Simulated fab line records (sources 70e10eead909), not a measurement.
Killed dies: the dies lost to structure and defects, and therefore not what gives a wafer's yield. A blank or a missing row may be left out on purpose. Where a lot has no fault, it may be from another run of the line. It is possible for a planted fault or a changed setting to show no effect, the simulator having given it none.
Which tool did it? || flow nand-harc || 15 lots with 45 wafers sampled at 3 steps, on a route of 1159 steps

## WHAT THE GAUGES SHOWED, per wafer
NHARC_A_CONTACT_CD_MEAS_08 targets a cd of 100 nm.
{"lot": "L316", "measured": "day 17 00:47", "on": "cd-sem-02", "cd-nm (nm)": "100.2 100.1 100.2"}
{"lot": "L314", "measured": "day 17 05:30", "on": "cd-sem-01", "cd-nm (nm)": "100.2 99.6 99.7"}
{"lot": "L319", "measured": "day 17 13:47", "on": "cd-sem-01", "cd-nm (nm)": "100.3 101.0 100.6"}
{"lot": "L320", "measured": "day 17 20:52", "on": "cd-sem-01", "cd-nm (nm)": "99.8 100.5 99.5"}
{"lot": "L326", "measured": "day 20 04:50", "on": "cd-sem-01", "cd-nm (nm)": "99.3 99.4 99.6"}
{"lot": "L327", "measured": "day 20 11:14", "on": "cd-sem-03", "cd-nm (nm)": "98.9 99.8 100.4"}
{"lot": "L331", "measured": "day 20 23:37", "on": "cd-sem-01", "cd-nm (nm)": "100.1 100.1 99.8"}
{"lot": "L329", "measured": "day 21 03:38", "on": "cd-sem-03", "cd-nm (nm)": "- - -"}
{"lot": "L328", "measured": "day 21 08:06", "on": "cd-sem-02", "cd-nm (nm)": "- - -"}
{"lot": "L333", "measured": "day 21 10:23", "on": "cd-sem-02", "cd-nm (nm)": "100.7 100.5 100.8"}
{"lot": "L332", "measured": "day 21 15:28", "on": "cd-sem-03", "cd-nm (nm)": "- - -"}
{"lot": "L334", "measured": "day 21 16:42", "on": "cd-sem-01", "cd-nm (nm)": "100.6 100.5 100.4"}
{"lot": "L336", "measured": "day 21 17:47", "on": "cd-sem-03", "cd-nm (nm)": "100.2 100.4 100.6"}
{"lot": "L335", "measured": "day 21 22:20", "on": "cd-sem-01", "cd-nm (nm)": "99.7 100.6 100.4"}
{"lot": "L337", "measured": "day 22 20:08", "on": "cd-sem-03", "cd-nm (nm)": "100.2 100.6 100.7"}

## TOOL THAT RAN EACH LOT (tool first, then ch and the chambers of the sampled wafers, then the start)
{"lot": "L316", "NHARC_A_CONTACT_ETCH_129": "har-cap-etch-03 ch 0,1, day 16 20:20", "NHARC_A_CONTACT_PEB_06": "litho-track-06 ch 0, day 17 00:42"}
{"lot": "L314", "NHARC_A_CONTACT_ETCH_129": "har-cap-etch-01 ch 0,1, day 17 00:55", "NHARC_A_CONTACT_PEB_06": "litho-track-04 ch 0, day 17 05:25"}
{"lot": "L319", "NHARC_A_CONTACT_ETCH_129": "har-cap-etch-03 ch 0, day 17 09:04", "NHARC_A_CONTACT_PEB_06": "litho-track-06 ch 0, day 17 13:43"}
{"lot": "L320", "NHARC_A_CONTACT_ETCH_129": "har-cap-etch-03 ch 0,1, day 17 14:37", "NHARC_A_CONTACT_PEB_06": "litho-track-04 ch 0, day 17 20:48"}
{"lot": "L326", "NHARC_A_CONTACT_ETCH_129": "har-cap-etch-02 ch 1, day 20 00:05", "NHARC_A_CONTACT_PEB_06": "litho-track-04 ch 0, day 20 04:45"}
{"lot": "L327", "NHARC_A_CONTACT_ETCH_129": "har-cap-etch-03 ch 0,1, day 20 04:46", "NHARC_A_CONTACT_PEB_06": "litho-track-04 ch 0, day 20 11:08"}
{"lot": "L331", "NHARC_A_CONTACT_ETCH_129": "har-cap-etch-02 ch 0,1, day 20 15:20", "NHARC_A_CONTACT_PEB_06": "litho-track-06 ch 0, day 20 23:32"}
{"lot": "L329", "NHARC_A_CONTACT_ETCH_129": "har-cap-etch-03 ch 0, day 20 20:19", "NHARC_A_CONTACT_PEB_06": "litho-track-04, day 21 03:33"}
{"lot": "L328", "NHARC_A_CONTACT_ETCH_129": "har-cap-etch-01 ch 0,1, day 20 21:14", "NHARC_A_CONTACT_PEB_06": "litho-track-06, day 21 08:01"}
{"lot": "L333", "NHARC_A_CONTACT_ETCH_129": "har-cap-etch-03 ch 0,1, day 21 02:07", "NHARC_A_CONTACT_PEB_06": "litho-track-01 ch 0, day 21 10:18"}
{"lot": "L332", "NHARC_A_CONTACT_ETCH_129": "har-cap-etch-02 ch 0,1, day 21 09:23", "NHARC_A_CONTACT_PEB_06": "litho-track-06, day 21 15:23"}
{"lot": "L334", "NHARC_A_CONTACT_ETCH_129": "har-cap-etch-01 ch 0, day 21 11:22", "NHARC_A_CONTACT_PEB_06": "litho-track-06 ch 0, day 21 16:37"}
{"lot": "L336", "NHARC_A_CONTACT_ETCH_129": "har-cap-etch-02 ch 0,1, day 21 13:07", "NHARC_A_CONTACT_PEB_06": "litho-track-01 ch 0, day 21 17:42"}
{"lot": "L335", "NHARC_A_CONTACT_ETCH_129": "har-cap-etch-01 ch 0,1, day 21 16:46", "NHARC_A_CONTACT_PEB_06": "litho-track-04 ch 0, day 21 22:16"}
{"lot": "L337", "NHARC_A_CONTACT_ETCH_129": "har-cap-etch-02 ch 0,1, day 22 14:45", "NHARC_A_CONTACT_PEB_06": "litho-track-01 ch 0, day 22 20:03"}
- NHARC_A_CONTACT_ETCH_129: etches the open film in C4F8/O2/Ar, time 155 s, target depth 956 nm.
- NHARC_A_CONTACT_PEB_06: peb time 65 s.

## WHAT THE TOOLS THEMSELVES READ (means of the sampled wafers that have a number; where no wafer has one, the mark that the record gives instead)
NHARC_A_CONTACT_PEB_06.
{"lot": "L316", "tool": "litho-track-06", "chill-plate-temp-C (C)": 23.08, "exhaust-pa (Pa)": 45.4, "plate-temp-C (C)": 100.00, "resist-line-temp-C (C)": 22.96}
{"lot": "L314", "tool": "litho-track-04", "chill-plate-temp-C (C)": 23.01, "exhaust-pa (Pa)": 44.8, "plate-temp-C (C)": 99.91, "resist-line-temp-C (C)": 23.08}
{"lot": "L319", "tool": "litho-track-06", "chill-plate-temp-C (C)": 23.01, "exhaust-pa (Pa)": 44.8, "plate-temp-C (C)": 100.05, "resist-line-temp-C (C)": 22.95}
{"lot": "L320", "tool": "litho-track-04", "chill-plate-temp-C (C)": 22.94, "exhaust-pa (Pa)": 44.0, "plate-temp-C (C)": 99.91, "resist-line-temp-C (C)": 23.03}
{"lot": "L326", "tool": "litho-track-04", "chill-plate-temp-C (C)": 23.00, "exhaust-pa (Pa)": 45.9, "plate-temp-C (C)": 100.02, "resist-line-temp-C (C)": 23.04}
{"lot": "L327", "tool": "litho-track-04", "chill-plate-temp-C (C)": 22.95, "exhaust-pa (Pa)": 44.7, "plate-temp-C (C)": 100.00, "resist-line-temp-C (C)": 22.96}
{"lot": "L331", "tool": "litho-track-06", "chill-plate-temp-C (C)": 23.05, "exhaust-pa (Pa)": 45.4, "plate-temp-C (C)": 100.03, "resist-line-temp-C (C)": 22.87}
{"lot": "L329", "tool": "litho-track-04", "chill-plate-temp-C (C)": "-", "exhaust-pa (Pa)": "-", "plate-temp-C (C)": "-", "resist-line-temp-C (C)": "-"}
{"lot": "L328", "tool": "litho-track-06", "chill-plate-temp-C (C)": "-", "exhaust-pa (Pa)": "-", "plate-temp-C (C)": "-", "resist-line-temp-C (C)": "-"}
{"lot": "L333", "tool": "litho-track-01", "chill-plate-temp-C (C)": 22.92, "exhaust-pa (Pa)": 44.2, "plate-temp-C (C)": 100.01, "resist-line-temp-C (C)": 23.00}
{"lot": "L332", "tool": "litho-track-06", "chill-plate-temp-C (C)": "-", "exhaust-pa (Pa)": "-", "plate-temp-C (C)": "-", "resist-line-temp-C (C)": "-"}
{"lot": "L334", "tool": "litho-track-06", "chill-plate-temp-C (C)": 22.81, "exhaust-pa (Pa)": 43.8, "plate-temp-C (C)": 100.03, "resist-line-temp-C (C)": 23.09}
{"lot": "L336", "tool": "litho-track-01", "chill-plate-temp-C (C)": 23.12, "exhaust-pa (Pa)": 45.7, "plate-temp-C (C)": 100.00, "resist-line-temp-C (C)": 22.80}
{"lot": "L335", "tool": "litho-track-04", "chill-plate-temp-C (C)": 22.97, "exhaust-pa (Pa)": 45.2, "plate-temp-C (C)": 99.91, "resist-line-temp-C (C)": 22.94}
{"lot": "L337", "tool": "litho-track-01", "chill-plate-temp-C (C)": 22.95, "exhaust-pa (Pa)": 44.3, "plate-temp-C (C)": 99.94, "resist-line-temp-C (C)": 22.98}

## THE ANSWER, worked out from the rows above alone
Rule: the lots themselves supply what counts as usual. The widest of any qualifying gaps counts: lots, ordered by their means at a reading, are off when they make up no more than a third of the lots, leave a main group of 4 or more, and stand apart from it by 3 or more times the standard deviation of that group's means. A main group whose means are all the same, to the digits that the tables above print for the reading, isn't used. Also off: a lot with no number at a reading for which 4 or more lots have one. The other lots that the step has rows for count as sound. The gauges are gone through in route order, then the tools' own readings, and for those a lot's mean is taken as printed above. The first step at which some lot is off is used, and at that step the reading that is off furthest; a lot without a number counts as furthest.
Off, at NHARC_A_CONTACT_CD_MEAS_08 on cd-nm: L329, L328, L332. Without a number there: L329, L328, L332. The main group: mean 100.2 nm, standard deviation 0.38.
A tool fits if, at a process step before that reading, it ran every lot that is off, and no sound lot after the first of them. Not tried: the gauges at NHARC_A_CONTACT_CD_MEAS_08; whatever is off there is also off at NHARC_A_CONTACT_PEB_06, on other tools, and gauge error can't account for it. No candidate that was tried fits.

## WHAT THE SIMULATOR PUT IN
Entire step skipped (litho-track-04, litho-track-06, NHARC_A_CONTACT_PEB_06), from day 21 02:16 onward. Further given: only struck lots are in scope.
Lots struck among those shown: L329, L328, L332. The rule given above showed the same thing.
